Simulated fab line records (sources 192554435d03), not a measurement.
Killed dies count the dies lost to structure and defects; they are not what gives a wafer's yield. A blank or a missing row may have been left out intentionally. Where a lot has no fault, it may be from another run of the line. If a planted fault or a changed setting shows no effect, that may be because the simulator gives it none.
Matching of chambers -- flow n5 finfet -- 4 sister chambers for N5_BEOL_M0_CUTY_DESCUM_61 on rie diel-04
The step chemistry O2, time 7.9 s. 4 wafers are shown with their chamber, then 10 later ones without.

## WAFERS PAIRED WITH THEIR CHAMBERS
wafer,chamber,showerhead plenum p Torr (Torr)
L083.6,1,2.19
L088.2,0,2.22
L088.4,2,2.07
L090.4,3,2.02

## WAFERS WITHOUT THEIR CHAMBER
wafer,showerhead plenum p Torr (Torr)
L090.6,2.22
L091.1,2.22
L091.2,2.02
L091.3,2.18
L091.4,2.18
L091.5,2.02
L091.6,2.22
L092.2,2.01
L092.3,2.18
L092.4,2.18

## CHAMBER TAKEN BY EACH
wafer,from the rows above,in truth
L090.6,0,0
L091.1,0,0
L091.2,3,3
L091.3,1,1
L091.4,1,1
L091.5,3,3
L091.6,0,0
L092.2,3,3
L092.3,1,1
L092.4,1,1
Placed correctly: 10 of 10. Left unplaced by these rows: 0. 0 placed wrongly.
How it was worked out, from the rows above alone: a wafer's distance from a chamber is the root of the sum, over the readings, of the square of ((its reading less the chamber's mean) divided by the reading's scatter). The wafer belongs to the nearest chamber; if the next one is less than 2 further off, it can't be placed. The mean given for a chamber averages the wafers shown for that chamber. The scatter: with one shown wafer a chamber, the root of the mean of the squares of how far each hidden wafer lies from its nearest shown one.
